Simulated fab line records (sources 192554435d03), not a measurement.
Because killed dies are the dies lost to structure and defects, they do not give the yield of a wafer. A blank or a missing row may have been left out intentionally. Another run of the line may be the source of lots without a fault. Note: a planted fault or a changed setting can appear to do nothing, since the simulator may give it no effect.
Struck lot and sound lot, side by side + flow n5Finfet + 37 steps out of a route of 1938
Sound: the wafers L401.2, L401.3, L401.6. Struck: wafers L398.2, L398.3, L398.6. The cause is named last.
For every step that has rows: the tool of each side, followed by ch and its chambers, followed by its first start. Under that, the readings that differ: sound wafers + struck wafers + difference of the means + sigmas: that difference in standard deviations of wafers without a fault.
alike: a reading whose means differ by less than 2 such deviations, as well as words and numbers matching on both sides. not compared: withheld readings; readings where some wafer has no value; bounds like >300 that might hide an equal value; numbers whose values overlap and for which the record gives no deviation.
Wherever a step has rows on one side only, a row that says differs or no value, or a row with sigmas, the two part there. When numbers do not overlap yet have no deviation, they are printed without sigmas and do not part them. A reading that every wafer of one side lacks parts them only if that side has two wafers or more.

first, 9 steps without rows for these wafers: N5_BEOL_M4_ANNEAL_95 (time 240 s); N5_BEOL_M4_SPUTTER_96 (material Cu, target thk 4.5 nm, time 8.29 s); N5_BEOL_M4_ECD_50 (material Cu, target thk 300 nm); N5_BEOL_M4_ANNEAL_51 (time 90 s); N5_BEOL_M4_CMP_52 (polishes, stops on SiOC, t overpolish 6.8 s, target thk 40 nm); N5_BEOL_M4_PRE_CLEAN_60 (time 15 s); N5_BEOL_M4_CO_CAP_55 (material Co, precursor CCTBA/H2, target thk 2 nm, time 102.1 s); N5_BEOL_M4_PRE_CLEAN_56 (time 15 s); N5_BEOL_M4_DEP_57 (deposits SiCN from 3MS/NH3, target thk 8 nm, time 14 s).
N5_BEOL_M4_RC_MEAS_101:
  sound on prober-02 ch 0, day 13 03:37; struck on prober-02 ch 0, day 11 23:48
  alike: DIBL_N, DIBL_P, IOFF_N, IOFF_P, ION_N, ION_P, SS_N, SS_P, VT_N, VT_P
then, 24 steps without rows for these wafers: N5_BEOL_M5_ILD_DEP_00 (deposits SiCOH lowk from DEMS/porogen, target thk 140.64 nm, time 25.9 s); N5_BEOL_M5_CURE_79 (cures SiCOH lowk, time 240 s); N5_BEOL_M5_PECVD_70 (deposits SiO2 from TEOS/O2, target thk 16 nm, time 18 s); N5_BEOL_M5_HM_DEP_02 (deposits TiN, target thk 20 nm); N5_BEOL_M5_COAT_59 (time 60 s, resist thk 60 nm); N5_BEOL_M5_COAT_60 (time 60 s, resist thk 12 nm); N5_BEOL_M5_COAT_71 (time 60 s, resist thk 5 nm); N5_BEOL_M5_COAT_05 (resist thk 30 nm); N5_BEOL_M5_EBR_07; N5_BEOL_M5_SOFTBAKE_06 (time 60 s); N5_BEOL_M5_EXPOSE_08 (exposes mask M5, target cd 28 nm); N5_BEOL_M5_PEB_09 (peb time 60 s); N5_BEOL_M5_DEVELOP_10 (develop time 30 s); N5_BEOL_M5_DESCUM_16 (chemistry O2, time 7 s); N5_BEOL_M5_ETCH_72 (etches underlayer in N2/H2, target depth 6.5 nm, time 5.2 s); N5_BEOL_M5_ETCH_61 (etches SiARC in CF4, target depth 15.6 nm, time 26 s); N5_BEOL_M5_ETCH_62 (etches SOC in N2/H2, target depth 75 nm, overetch 15 nm, time 112.5 s); N5_BEOL_M5_STRIP_63 (strips in N2/H2); N5_BEOL_M5_STRIP_73 (strips in N2/H2); N5_BEOL_M5_STRIP_64 (strips in CF4); N5_BEOL_M5_HM_OPEN_17 (chemistry Cl2/BCl3, target TiN, target depth 20 nm, overetch 6 nm); N5_BEOL_M5_STRIP_19 (strips in O2); N5_BEOL_M5_COAT_65 (time 60 s, resist thk 60 nm); N5_BEOL_M5_COAT_66 (time 60 s, resist thk 12 nm).
-- here the record skips 3 days between the struck wafers' starts before and after, leaving off in module BEOL_M5 and picking up in module BEOL_M12 (first step shown: number 1643 of the route) --
N5_BEOL_M12_ETCH_38: etches SiCN in CF4/N2, target depth 68.7 nm, time 73.4 s.
  sound on rieDiel-02 ch 2,3, day 16 02:09; struck on rieDiel-04 ch 0,3, day 14 22:31
  no value came back on the struck wafers for any of 8 readings (biasW (W), cf4FlowSccm (sccm) and others); on the sound wafers biasW (W) reads 69.83 70.13 70.12
| reading                                      | sound           | struck          | difference | sigmas |
|----------------------------------------------|-----------------|-----------------|------------|--------|
| model.SiOC_of_BEOL_M12_ILD_DEP_00.thkNm (nm) | 605.8 612.2 614 | 651.2 660.2 667 | +48.8      |        |
  not compared: rfHoursCounterH
N5_BEOL_M12_CMP_49: polishes, stops on SiOC, t overpolish 20.6 s, target thk 320 nm.
  sound on cmp-02 ch 0,1,2, day 16 04:01; struck on cmp-03 ch 2,3, day 14 23:52
| reading                                      | sound           | struck          | difference | sigmas |
|----------------------------------------------|-----------------|-----------------|------------|--------|
| model.SiOC_of_BEOL_M12_ILD_DEP_00.thkNm (nm) | 595.8 602.2 604 | 641.2 650.2 657 | +48.8      |        |
  alike: clearingPlatenRpm, motorCurrentA
N5_PASSIVATION_PROBE_49:
  sound: prober-01 at day 17 11:47; struck: prober-01 at day 16 14:35
| reading                 | sound          | struck         | difference | sigmas      |
|-------------------------|----------------|----------------|------------|-------------|
| defectLimitedYield (%)  | 91.3 91.4 92.5 | 0 0 0          | -92        | -66         |
| killed_at_M4_up         | 7 9 10         | 1105 1102 1107 | +1096      | +99 or more |
| killedDies              | 103 101 89     | 1180 1180 1180 | +1082      | +64         |
| killedOnRim             | 10 15 5        | 152 152 152    | +142       | +32         |
| sort_bin_5_function (%) | 5.5 5.8 4.2    | 97.4 95.9 97.3 | +91.7      | +99         |
| sortNPass               | 1077 1079 1091 | 0 0 0          | -1082      | -64         |
| sortYieldPct (%)        | 91.3 91.4 92.5 | 0 0 0          | -92        | -66         |
  alike: killed_at_M0_to_M3, killedAtContacts, killedAtFrontEnd, killedAtOther, killedOpen, killedShort, sort_bin_6_memory

WHERE THEY PART
Last at N5_PASSIVATION_PROBE_49 as far as this record goes, first at N5_BEOL_M12_ETCH_38.

WHY: what the simulator had put in
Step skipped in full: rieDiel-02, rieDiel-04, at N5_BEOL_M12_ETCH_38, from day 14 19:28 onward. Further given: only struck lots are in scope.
